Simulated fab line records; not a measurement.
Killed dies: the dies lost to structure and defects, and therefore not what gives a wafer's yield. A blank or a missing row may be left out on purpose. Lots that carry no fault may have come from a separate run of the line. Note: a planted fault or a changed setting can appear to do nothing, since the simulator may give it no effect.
fab line records | flow n5Finfet
[record] lots = 7 wafers = 39
route steps=1938 shown WELL_APT@26 FIN_SAQP@100 SD_EPI_N@288 HKMG_FIN@442 MOL_CONTACT_COAG@609 BEOL_M0@740 BEOL_M3@931 BEOL_M4@1037 BEOL_M7@1263 BEOL_M9@1446 BEOL_M13@1673 MIM_TOP_LITHO@1845 PASSIVATION@1929
startH: hours from the record's opening day to when the first of the lot's shown wafers began | waitH: how many hours have passed since the lot's step before this one | " unchanged from the row above | L1.1+2: a row that stands for several wafers | - either no value or no given start | * or withheld: withheld | < > ~ a bound
route shown NAME@n: NAME is a module with steps in the file, n the number in the route of the first one | usual: average and standard deviation across the fault-free wafers | same: alike in all rows | chamber/n: place in a boat | sites: readings site by site | _std_site: the standard deviation of these | _edge_site: outer sites' mean less inner sites' | radiusMm: for every site, how far away it sits from the centre of the wafer | mask NAME#n: copy n | behind: the tool/chamber that last shaped the wafer | hold: why the lot went on hold/how many hours it stayed there/how the hold came to an end | device: the n, p or np transistor that did not switch | end of line: tests of these same wafers at the route's end | a step given without rows: its recipe and nothing more | killed: not the wafer's yield, but the dies lost to structure and defects at the first sort | map: per-die view of a wafer (x killed, . not killed, _ where there is no die)
set.NAME: the setting the step ran with; set.NAME@STEP: the setting that earlier step ran with | model.NAME: the simulator's own value behind a step, which no gauge read
lots where settings were altered on purpose, with a table for each step and a row for each wafer
[[steps]]
[step N5_WELL_APT_DEVELOP_07]
[recipe] developTimeS = 45 rinseLiquid = surfactantRinse dry = airSpin devTempC = 21
[step N5_FIN_SAQP_PECVD_06]
[recipe] material = a-Si targetThkA = 600 tempC = 400 precursor = SiH4/He pressureTorr = 3 rfW = 100 timeS = 48.1
[step N5_SD_EPI_N_EPI_21]
[recipe] material = Si:P dopant = P tempC = 680 pressureTorr = 255 timeS = 690
[step N5_HKMG_FIN_ALD_91]
[recipe] material = TiN targetThkA = 10 tempC = 400 aldPrecursorFamily = TiCl4 aldCoReactant = NH3 pulseTimeS = 1 purgeTimeS = 3 coReactantPurgeTimeS = 2 coReactantPulseTimeS = 2 aldCycles = 47 pressureTorr = 3
[step N5_MOL_CONTACT_COAG_ETCHBACK_134]
[recipe] chemistry = CHF3 target = SiO2 targetDepthA = 100 timeS = 6.7 ionEnergyEv = 200 pressureMtorr = 30 sourceW = 610 biasW = 170 Ar_flow_sccm = 200 CHF3_flow_sccm = 50
[step N5_BEOL_M0_SPUTTER_141]
[recipe] material = Cu targetThkA = 40 tempC = -20 chamberPressurePa = 0.07 powerW = withheld timeS = 7.37
[step N5_BEOL_M3_ILD_DEP_00]
[recipe] material = SiOC targetThkA = 790 tempC = 350 precursor = DEMS/O2 pressureTorr = 5 rfW = 500 timeS = 15.3
[step N5_BEOL_M4_DESCUM_16]
[recipe] chemistry = O2 timeS = 7 sourcePowerW = 50 biasPowerW = 20 pressureMtorr = 20 rfFrequencyHz = 2.712e+07 tempC = 40 resist = CAR-EUV o2FlowSccm = 225
[step N5_BEOL_M7_ILD_DEP_00]
[recipe] material = SiCOH_lowk targetThkA = 1797.5 tempC = 300 precursor = DEMS/porogen pressureTorr = 5 rfW = 500 timeS = 33.4
[step N5_BEOL_M7_VIA_ETCH_34]
[recipe] chemistry = C4F6/O2 target = SiCOH_lowk targetDepthA = 1255 maskMaterial = SOC taperDeg = 4 timeS = 50.5 ionEnergyEv = 250 pressureMtorr = 30 sourceW = 345 biasW = 185 Ar_flow_sccm = 300 C4F6_flow_sccm = 10 O2_flow_sccm = 10
[step N5_BEOL_M9_TRENCH_ETCH_37]
[recipe] chemistry = C4F6/O2 targetDepthA = 1514.3 target = SiCOH_lowk timeS = 49 ionEnergyEv = 250 pressureMtorr = 30 sourceW = 345 biasW = 185 Ar_flow_sccm = 300 C4F6_flow_sccm = 10 O2_flow_sccm = 10
[step N5_BEOL_M13_ETCH_59]
[recipe] chemistry = N2/H2 target = BARC targetDepthA = 890 overetchA = 267 timeS = 67.9 ionEnergyEv = 200 pressureMtorr = 30 sourceW = 840 biasW = 150 n2FlowSccm = 200 h2FlowSccm = 200
[step N5_MIM_TOP_LITHO_DEVELOP_07]
[recipe] developTimeS = 60 rinseLiquid = diw dry = airSpin devTempC = 21
[step N5_PASSIVATION_PASS_ETCH_47]
[recipe] chemistry = CF4/O2 target = SiNx targetDepthA = 7700 timeS = 385 ionEnergyEv = 100 pressureMtorr = 40 sourceW = 535 biasW = 49 Ar_flow_sccm = 100 cf4FlowSccm = 100 O2_flow_sccm = 10
[step N5_PASSIVATION_PROBE_49]
[usual] killed_at_M0_to_M3 = 32/11
// columns lot.wafer tool chamber startH waitH set.developTimeS@WELL_APT_DEVELOP_07 set.timeS@FIN_SAQP_PECVD_06 set.epiGrowthTimeS@SD_EPI_N_EPI_21 set.coReactantPulseTimeS@HKMG_FIN_ALD_91 set.targetDepthA@MOL_CONTACT_COAG_ETCHBACK_134 set.targetThkA@BEOL_M0_SPUTTER_141 set.timeS@BEOL_M3_ILD_DEP_00 set.timeS@BEOL_M4_DESCUM_16 set.targetThkA@BEOL_M7_ILD_DEP_00 set.timeS@BEOL_M7_VIA_ETCH_34 set.targetDepthA@BEOL_M9_TRENCH_ETCH_37 set.timeS@BEOL_M13_ETCH_59 set.developTimeS@MIM_TOP_LITHO_DEVELOP_07 set.timeS@PASSIVATION_PASS_ETCH_47 killed_at_M0_to_M3
L075.1 prober-01 - 293.25 0.0 45 48.1 690 2 56.63 40 11.85 5.373 1797.5 50.5 1514.3 67.9 60 385 123
L075.2 prober-01 - 293.30 0.1 45 48.1 951.6 2 56.63 19.93 11.85 7 1797.5 50.5 1514.3 67.9 60 385 104
L075.3 prober-01 - 293.35 0.1 45 48.1 690 2 100 40 15.3 7 1797.5 42.71 1514.3 80.42 60 385 55
L075.4 prober-01 - 293.40 0.2 45 48.1 951.6 1.63 100 40 15.3 7 1797.5 50.5 1514.3 80.42 60 385 45
L075.5 prober-01 - 293.45 0.2 45 48.1 690 1.63 56.63 19.93 15.3 5.373 1797.5 42.71 1514.3 67.9 60 385 55
L075.6 prober-01 - 293.50 0.3 45 48.1 951.6 1.63 100 19.93 11.85 5.373 1797.5 42.71 1514.3 80.42 60 385 55
L078.1 prober-02 - 309.93 0.0 63.08 72.57 690 2 100 40 11.44 7 1797.5 63.86 673.3 67.9 60 385 23
L078.2 prober-02 - 309.98 0.1 45 48.1 505.2 2 67.39 19.47 15.3 7 1797.5 50.5 673.3 87.48 60 385 41
L078.3 prober-02 - 310.03 0.1 63.08 72.57 505.2 2 67.39 40 11.44 7 1797.5 50.5 1514.3 67.9 60 537.2 65
L078.4 prober-02 - 310.08 0.2 45 48.1 505.2 2 100 40 15.3 7 2272 50.5 1514.3 87.48 60 385 24
L078.5 prober-02 - 310.13 0.2 63.08 48.1 690 2 100 19.47 11.44 7 2272 63.86 1514.3 87.48 60 537.2 64
L078.6 prober-02 - 310.18 0.3 45 72.57 690 2 67.39 19.47 15.3 7 2272 63.86 673.3 67.9 60 537.2 23
L081.1 prober-01 - 322.64 0.0 45 48.1 690 2 75.95 40 15.3 9.06 2696 50.5 1514.3 93.35 60 385 31
L081.2 prober-01 - 322.69 0.1 45 33.47 690 2 75.95 50.68 15.3 9.06 2696 72.78 1514.3 67.9 60 221.4 33
L081.3 prober-01 - 322.74 0.1 45 33.47 690 2 75.95 50.68 15.3 7 1797.5 72.78 1514.3 67.9 39.16 385 51
L081.4 prober-01 - 322.79 0.2 45 33.47 690 2 100 40 15.3 7 2696 50.5 922.3 67.9 39.16 385 51
L081.5 prober-01 - 322.84 0.2 45 48.1 690 2 100 50.68 15.3 7 1797.5 50.5 922.3 93.35 60 221.4 47
L081.6 prober-01 - 322.89 0.3 45 48.1 690 2 100 40 15.3 9.06 1797.5 72.78 922.3 93.35 39.16 221.4 23
L077.1 prober-01 - 325.18 0.0 45 48.1 690 3.062 139.2 32.23 15.3 5.793 1797.5 50.5 1930 67.9 60 385 42
L077.2 prober-01 - 325.23 0.1 45 48.1 690 3.062 100 32.23 8.694 7 1797.5 50.5 1514.3 67.9 60 385 1110
L077.3 prober-01 - 325.28 0.1 45 48.1 690 2 139.2 40 8.694 5.793 1797.5 50.5 1514.3 102.1 60 385 1086
L077.4 prober-01 - 325.33 0.2 58.89 48.1 690 2 139.2 32.23 15.3 7 1797.5 50.5 1514.3 102.1 90.76 385 46
L077.5 prober-01 - 325.38 0.2 58.89 48.1 690 2 100 40 8.694 7 1797.5 50.5 1930 67.9 90.76 385 1104
L077.6 prober-01 - 325.43 0.3 58.89 48.1 690 3.062 100 40 15.3 5.793 1797.5 50.5 1930 102.1 90.76 385 37
L093.1 prober-02 - 394.03 0.0 45 67.38 690 1.045 100 40 15.3 7 1797.5 50.5 2162 28.52 60 202.6 30
L093.2 prober-02 - 394.08 0.1 45 48.1 474.5 2 40.91 40 13 7 1797.5 65.48 1514.3 28.52 60 385 24
L093.3 prober-02 - 394.13 0.1 57.46 48.1 690 2 100 40 13 5.429 919.3 65.48 2162 28.52 60 385 29
L093.4 prober-02 - 394.18 0.2 45 48.1 690 1.045 40.91 40 15.3 7 919.3 50.5 1514.3 67.9 60 202.6 45
L093.5 prober-02 - 394.23 0.2 57.46 67.38 474.5 2 100 40 15.3 5.429 919.3 65.48 2162 67.9 60 202.6 45
L093.6 prober-02 - 394.28 0.3 57.46 67.38 474.5 1.045 40.91 40 13 5.429 1797.5 50.5 1514.3 67.9 60 385 38
L094.2 prober-02 - 396.77 0.1 45 48.1 690 2 100 40 15.3 7 1797.5 50.5 1514.3 67.9 60 385 36
L094.3 prober-02 - 396.82 0.1 45 48.1 690 2 100 40 15.3 7 1797.5 50.5 1514.3 67.9 60 385 23
L094.6 prober-02 - 396.97 0.3 45 48.1 690 2 100 40 15.3 7 1797.5 50.5 1514.3 67.9 60 385 16
L097.1 prober-02 - 422.25 0.0 45 48.1 690 1.465 100 40 15.3 7 1797.5 50.5 853.2 53.55 92.11 385 22
L097.2 prober-02 - 422.30 0.1 29.14 48.1 690 1.465 100 28.74 15.3 8.274 1797.5 69.17 853.2 53.55 60 385 24
L097.3 prober-02 - 422.35 0.1 45 48.1 690 2 100 28.74 15.3 8.274 1797.5 50.5 1514.3 67.9 60 385 36
L097.4 prober-02 - 422.40 0.2 29.14 48.1 690 2 100 40 10.89 8.274 1797.5 69.17 853.2 67.9 92.11 385 895
L097.5 prober-02 - 422.45 0.2 45 48.1 690 1.465 100 28.74 10.89 7 1797.5 50.5 1514.3 53.55 60 385 313
L097.6 prober-02 - 422.50 0.3 29.14 48.1 690 2 100 40 10.89 7 1797.5 69.17 1514.3 67.9 92.11 385 300
// killed by level:class
L075.1 BEOL_M3:areaEcd=71 BEOL_M2:geometricParticle:open=24 MOL_CONTACT_COAG:geometricParticle:open=10 DUMMY_GATE:geometricParticle:open=6 BEOL_M3:geometricParticle:open=6 BEOL_M3:geometricParticle:short=6 MOL_CONTACT_COAG:geometricParticle:short=4 BEOL_M1:geometricParticle:short=4
L075.2 BEOL_M3:areaEcd=56 BEOL_M0_SAQP:geometricParticle:short=11 BEOL_M0_SAQP:geometricParticle:open=10 STI_FIN_REVEAL:geometricParticle:open=9 BEOL_M2:geometricParticle:open=9 BEOL_M4:geometricParticle:open=8 FIN_SAQP:geometricParticle:open=6 BEOL_M3:geometricParticle:open=6
L075.3 BEOL_M7:areaEtch=36 BEOL_M0_SAQP:geometricParticle:short=13 STI_FIN_REVEAL:geometricParticle:open=11 BEOL_M0_SAQP:geometricParticle:open=11 FIN_SAQP:geometricParticle:open=8 BEOL_M2:geometricParticle:open=7 GATE_CUT:geometricParticle:short=6 BEOL_M3:geometricParticle:open=5
L075.4 BEOL_M2:geometricParticle:open=16 BEOL_M3:geometricParticle:open=15 FIN_SAQP:geometricParticle:open=7 MOL_CONTACT_COAG:geometricParticle:open=6 BEOL_M4:geometricParticle:open=6 STI_FIN_REVEAL:geometricParticle:open=5 DUMMY_GATE:geometricParticle:open=5 BEOL_M1:geometricParticle:open=4
L075.5 BEOL_M7:areaEtch=29 BEOL_M2:geometricParticle:open=12 BEOL_M0_SAQP:geometricParticle:open=11 BEOL_M3:geometricParticle:open=11 BEOL_M0_SAQP:geometricParticle:short=10 DUMMY_GATE:geometricParticle:open=8 MOL_CONTACT_COAG:geometricParticle:open=5 FIN_SAQP:geometricParticle:short=4
L075.6 BEOL_M3:areaEcd=20 STI_FIN_REVEAL:geometricParticle:open=10 MOL_CONTACT_COAG:geometricParticle:open=9 BEOL_M0:interfaceVoidOpened=9 HKMG_FIN:areaAld=6 FIN_SAQP:geometricParticle:short=5 BEOL_M3:geometricParticle:open=5 FIN_SAQP:geometricParticle:open=4
L078.1 FIN_SAQP:areaEtch=1086 FIN_SAQP:geometricParticle:open=11 MOL_CONTACT_COAG:geometricParticle:open=10 BEOL_M4:geometricParticle:open=7 BEOL_M9:areaEtch=7 FIN_SAQP:geometricParticle:short=6 DUMMY_GATE:geometricParticle:open=6 GATE_CUT:geometricParticle:short=5
L078.2 BEOL_M9:areaEtch=1059 FIN_SAQP:geometricParticle:open=19 BEOL_M0_SAQP:geometricParticle:short=11 FIN_SAQP:geometricParticle:short=10 MOL_CONTACT_COAG:geometricParticle:open=7 BEOL_M2:geometricParticle:open=6 BEOL_M0:interfaceVoidOpened=6 DUMMY_GATE:geometricParticle:open=5
L078.3 FIN_SAQP:areaEtch=729 BEOL_M3:areaEcd=43 FIN_SAQP:geometricParticle:open=14 MOL_CONTACT_COAG:geometricParticle:open=13 BEOL_M0:geometricParticle:open=5 BEOL_M5:geometricParticle:short=5 STI_FIN_REVEAL:geometricParticle:open=4 BEOL_M0_SAQP:geometricParticle:short=4
L078.4 BEOL_M4:geometricParticle:open=15 FIN_SAQP:geometricParticle:open=14 STI_FIN_REVEAL:geometricParticle:open=8 BEOL_M0_SAQP:geometricParticle:open=8 FIN_SAQP:geometricParticle:short=6 BEOL_M0_SAQP:geometricParticle:short=6 MOL_CONTACT_COAG:geometricParticle:open=6 DUMMY_GATE:geometricParticle:open=4
L078.5 BEOL_M3:areaEcd=36 MOL_CONTACT_COAG:geometricParticle:open=18 FIN_SAQP:geometricParticle:open=10 FIN_SAQP:geometricParticle:short=8 BEOL_M0:interfaceVoidOpened=7 STARTING-WAFER:geometricParticle:open=6 BEOL_M0_SAQP:geometricParticle:open=5 DUMMY_GATE:geometricParticle:open=4
L078.6 FIN_SAQP:areaEtch=1058 BEOL_M4:geometricParticle:open=12 FIN_SAQP:geometricParticle:open=11 BEOL_M9:areaEtch=11 MOL_CONTACT_COAG:geometricParticle:open=9 GATE_CUT:geometricParticle:short=7 PASS1_DEP:geometricParticle:short=7 FIN_SAQP:geometricParticle:short=6
L081.1 MOL_CONTACT_COAG:geometricParticle:open=11 BEOL_M0_SAQP:geometricParticle:short=8 STI_FIN_REVEAL:geometricParticle:open=6 DUMMY_GATE:geometricParticle:open=6 GATE_CUT:geometricParticle:short=6 BEOL_M0:geometricParticle:open=5 STARTING-WAFER:geometricParticle:open=5 GATE_CUT:geometricParticle:open=4
L081.2 PASSIVATION:areaEtch=1078 STI_FIN_REVEAL:geometricParticle:open=18 FIN_SAQP:geometricParticle:open=13 BEOL_M0_SAQP:geometricParticle:open=12 BEOL_M0_SAQP:geometricParticle:short=11 FIN_SAQP:geometricParticle:short=9 MOL_CONTACT_COAG:geometricParticle:open=6 BEOL_M3:geometricParticle:open=5
L081.3 BEOL_M0_SAQP:geometricParticle:short=13 BEOL_M3:geometricParticle:open=12 MOL_CONTACT_COAG:geometricParticle:open=12 BEOL_M0_SAQP:geometricParticle:open=10 BEOL_M2:geometricParticle:open=8 FIN_SAQP:geometricParticle:open=5 STI_FIN_REVEAL:geometricParticle:open=4 MOL_CONTACT_COAG:geometricParticle:short=4
L081.4 BEOL_M7:areaEtch=1082 MOL_CONTACT_COAG:geometricParticle:open=14 BEOL_M0_SAQP:geometricParticle:open=11 BEOL_M0_SAQP:geometricParticle:short=11 BEOL_M3:geometricParticle:open=10 BEOL_M1:geometricParticle:open=6 BEOL_M3:geometricParticle:short=5 MOL_CONTACT_COAG:geometricParticle:short=4
L081.5 PASSIVATION:areaEtch=1085 BEOL_M0_SAQP:geometricParticle:open=14 BEOL_M2:geometricParticle:open=13 BEOL_M0_SAQP:geometricParticle:short=11 MOL_CONTACT_COAG:geometricParticle:open=9 FIN_SAQP:geometricParticle:open=4 MOL_CONTACT_COAG:geometricParticle:short=4 BEOL_M3:geometricParticle:open=4
L081.6 PASSIVATION:areaEtch=1105 MOL_CONTACT_COAG:geometricParticle:open=14 BEOL_M0_SAQP:geometricParticle:open=8 GATE_CUT:geometricParticle:short=5 MOL_CONTACT_COAG:geometricParticle:short=5 BEOL_M0:geometricParticle:open=5 STI_FIN_REVEAL:geometricParticle:open=4 BEOL_M0_SAQP:geometricParticle:short=4
L077.1 FIN_CUT:areaEtch=17 FIN_SAQP:geometricParticle:open=10 MOL_CONTACT_COAG:geometricParticle:open=9 BEOL_M1:geometricParticle:open=9 MOL_CONTACT_COAG:geometricParticle:short=7 BEOL_M0_SAQP:geometricParticle:open=7 BEOL_M2:geometricParticle:open=7 BEOL_M4:geometricParticle:open=7
L077.2 BEOL_M3:areaDep=1069 BEOL_M1:geometricParticle:open=11 BEOL_M2:geometricParticle:open=11 FIN_SAQP:geometricParticle:open=10 MOL_CONTACT_COAG:geometricParticle:open=9 MOL_CONTACT_COAG:geometricParticle:short=8 BEOL_M0_SAQP:geometricParticle:open=7 BEOL_M3:geometricParticle:open=5
L077.3 BEOL_M3:areaDep=1047 FIN_SAQP:geometricParticle:short=19 FIN_SAQP:geometricParticle:open=17 MOL_CONTACT_COAG:geometricParticle:open=9 BEOL_M1:geometricParticle:open=9 GATE_CUT:geometricParticle:short=8 BEOL_M2:geometricParticle:open=7 GATE_CUT:geometricParticle:open=6
L077.4 BEOL_M3:geometricParticle:open=13 FIN_SAQP:geometricParticle:open=11 BEOL_M2:geometricParticle:open=11 MOL_CONTACT_COAG:geometricParticle:open=8 BEOL_M4:geometricParticle:open=7 FIN_SAQP:geometricParticle:short=6 BEOL_M0_SAQP:geometricParticle:open=6 BEOL_M0_SAQP:geometricParticle:short=6
L077.5 BEOL_M3:areaDep=1064 MOL_CONTACT_COAG:geometricParticle:open=20 FIN_SAQP:geometricParticle:open=11 BEOL_M0_SAQP:geometricParticle:short=10 BEOL_M0_SAQP:geometricParticle:open=10 BEOL_M2:geometricParticle:open=7 GATE_CUT:geometricParticle:short=7 BEOL_M4:geometricParticle:open=6
L077.6 FIN_SAQP:geometricParticle:short=14 BEOL_M1:geometricParticle:open=10 MOL_CONTACT_COAG:geometricParticle:open=8 BEOL_M0_SAQP:geometricParticle:open=7 DUMMY_GATE:geometricParticle:open=5 GATE_CUT:geometricParticle:short=5 BEOL_M0_SAQP:geometricParticle:short=5 BEOL_M8:geometricParticle:open=4
L093.1 PASSIVATION:areaEtch=769 BEOL_M13:areaEtch=287 FIN_SAQP:geometricParticle:open=28 STI_FIN_REVEAL:geometricParticle:open=13 BEOL_M4:geometricParticle:open=7 DUMMY_GATE:geometricParticle:open=6 BEOL_M1:geometricParticle:open=6 FIN_SAQP:geometricParticle:short=5
L093.2 MOL_CONTACT_COAG:areaEtchback=1085 STI_FIN_REVEAL:geometricParticle:open=15 FIN_SAQP:geometricParticle:open=9 BEOL_M4:geometricParticle:open=8 MOL_CONTACT_COAG:geometricParticle:open=6 GATE_CUT:geometricParticle:short=5 BEOL_M0_SAQP:geometricParticle:open=5 BEOL_M3:geometricParticle:open=5
L093.3 BEOL_M7:areaDep=1081 FIN_SAQP:geometricParticle:open=11 BEOL_M0_SAQP:geometricParticle:open=9 BEOL_M1:geometricParticle:open=6 BEOL_M2:geometricParticle:open=6 FIN_SAQP:geometricParticle:short=5 DUMMY_GATE:geometricParticle:open=5 STI_FIN_REVEAL:geometricParticle:open=3
L093.4 MOL_CONTACT_COAG:areaEtchback=1061 BEOL_M0_SAQP:geometricParticle:open=11 BEOL_M3:geometricParticle:open=11 STI_FIN_REVEAL:geometricParticle:open=10 BEOL_M4:geometricParticle:open=9 HKMG_FIN:areaAld=7 MOL_CONTACT_COAG:geometricParticle:open=6 BEOL_M0_SAQP:geometricParticle:short=6
L093.5 BEOL_M7:areaDep=1034 PASSIVATION:areaEtch=37 BEOL_M2:geometricParticle:open=14 FIN_SAQP:geometricParticle:open=10 FIN_SAQP:geometricParticle:short=8 BEOL_M0_SAQP:geometricParticle:short=8 BEOL_M3:geometricParticle:open=8 STI_FIN_REVEAL:geometricParticle:open=6
L093.6 MOL_CONTACT_COAG:areaEtchback=1081 FIN_SAQP:geometricParticle:open=12 BEOL_M0_SAQP:geometricParticle:short=12 BEOL_M1:geometricParticle:open=9 MOL_CONTACT_COAG:geometricParticle:open=8 BEOL_M0_SAQP:geometricParticle:open=8 FIN_SAQP:areaEtch=6 FIN_SAQP:geometricParticle:short=5
L094.2 BEOL_M0_SAQP:geometricParticle:short=12 MOL_CONTACT_COAG:geometricParticle:open=9 BEOL_M3:geometricParticle:open=8 FIN_SAQP:geometricParticle:short=8 BEOL_M0_SAQP:geometricParticle:open=8 GATE_CUT:geometricParticle:short=5 FIN_SAQP:geometricParticle:open=4 BEOL_M2:geometricParticle:open=4
L094.3 MOL_CONTACT_COAG:geometricParticle:open=12 BEOL_M0_SAQP:geometricParticle:open=6 BEOL_M4:geometricParticle:open=5 BEOL_M0_SAQP:geometricParticle:short=4 BEOL_M1:geometricParticle:short=4 STI_FIN_REVEAL:geometricParticle:open=3 DUMMY_GATE:geometricParticle:open=3 MOL_CONTACT_COAG:geometricParticle:short=3
L094.6 MOL_CONTACT_COAG:geometricParticle:open=8 BEOL_M4:geometricParticle:open=7 GATE_CUT:geometricParticle:short=6 STARTING-WAFER:geometricParticle:short=6 BEOL_M0_SAQP:geometricParticle:open=5 FIN_SAQP:geometricParticle:open=4 FIN_SAQP:geometricParticle:short=4 STI_FIN_REVEAL:geometricParticle:open=3
L097.1 BEOL_M9:areaEcd=134 GATE_CUT:geometricParticle:open=12 FIN_SAQP:geometricParticle:short=9 GATE_CUT:geometricParticle:short=8 FIN_SAQP:geometricParticle:open=6 DUMMY_GATE:geometricParticle:open=6 MOL_CONTACT_COAG:geometricParticle:open=6 BEOL_M2:geometricParticle:open=6
L097.2 BEOL_M9:areaEcd=43 MOL_CONTACT_COAG:geometricParticle:open=14 FIN_SAQP:geometricParticle:open=10 DUMMY_GATE:geometricParticle:open=7 GATE_CUT:geometricParticle:open=6 BEOL_M1:geometricParticle:open=4 GATE_CUT:geometricParticle:short=4 BEOL_M2:geometricParticle:open=4
L097.3 BEOL_M2:geometricParticle:open=9 DUMMY_GATE:geometricParticle:open=9 GATE_CUT:geometricParticle:open=9 GATE_CUT:geometricParticle:short=9 FIN_SAQP:geometricParticle:open=8 MOL_CONTACT_COAG:geometricParticle:open=8 BEOL_M0_SAQP:geometricParticle:short=8 FIN_SAQP:geometricParticle:short=6
L097.4 BEOL_M3:areaEcd=642 BEOL_M3:areaDep=227 BEOL_M9:areaEtch=209 MOL_CONTACT_COAG:geometricParticle:open=10 DUMMY_GATE:geometricParticle:open=9 BEOL_M1:geometricParticle:open=9 STI_FIN_REVEAL:geometricParticle:open=8 GATE_CUT:geometricParticle:open=6
L097.5 BEOL_M3:areaDep=257 BEOL_M3:areaEcd=24 FIN_SAQP:geometricParticle:open=10 MOL_CONTACT_COAG:geometricParticle:open=7 BEOL_M3:geometricParticle:open=7 BEOL_M1:geometricParticle:open=7 DUMMY_GATE:geometricParticle:open=6 GATE_CUT:geometricParticle:open=6
L097.6 BEOL_M3:areaDep=248 BEOL_M3:areaEcd=34 MOL_CONTACT_COAG:geometricParticle:open=8 PASS1_CAP:geometricParticle:short=7 DUMMY_GATE:geometricParticle:open=6 GATE_CUT:geometricParticle:open=6 BEOL_M2:geometricParticle:open=5 BEOL_M4:geometricParticle:open=4
[[key]]
[split] step = N5_WELL_APT_DEVELOP_07 setting = developTimeS statedAs = 45
response none clear
[split] step = N5_FIN_SAQP_PECVD_06 setting = timeS statedAs = 48.1
response none clear
[split] step = N5_SD_EPI_N_EPI_21 setting = epiGrowthTimeS statedAs = 690
response none clear
[split] step = N5_HKMG_FIN_ALD_91 setting = coReactantPulseTimeS statedAs = 2
response none clear
[split] step = N5_MOL_CONTACT_COAG_ETCHBACK_134 setting = targetDepthA statedAs = 100
response none clear
[split] step = N5_BEOL_M0_SPUTTER_141 setting = targetThkA statedAs = 40
response none clear
[split] step = N5_BEOL_M3_ILD_DEP_00 setting = timeS statedAs = 15.3
[response] step = N5_PASSIVATION_PROBE_49 reading = killed_at_M0_to_M3 slope = -16.6 per = 1% togetherWith = all explained = 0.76
[split] step = N5_BEOL_M4_DESCUM_16 setting = timeS statedAs = 7
response none clear
[split] step = N5_BEOL_M7_ILD_DEP_00 setting = targetThkA statedAs = 1797.5
response none clear
[split] step = N5_BEOL_M7_VIA_ETCH_34 setting = timeS statedAs = 50.5
response none clear
[split] step = N5_BEOL_M9_TRENCH_ETCH_37 setting = targetDepthA statedAs = 1514.3
response none clear
[split] step = N5_BEOL_M13_ETCH_59 setting = timeS statedAs = 67.9
response none clear
[split] step = N5_MIM_TOP_LITHO_DEVELOP_07 setting = developTimeS statedAs = 60
response none clear
[split] step = N5_PASSIVATION_PASS_ETCH_47 setting = timeS statedAs = 385
response none clear
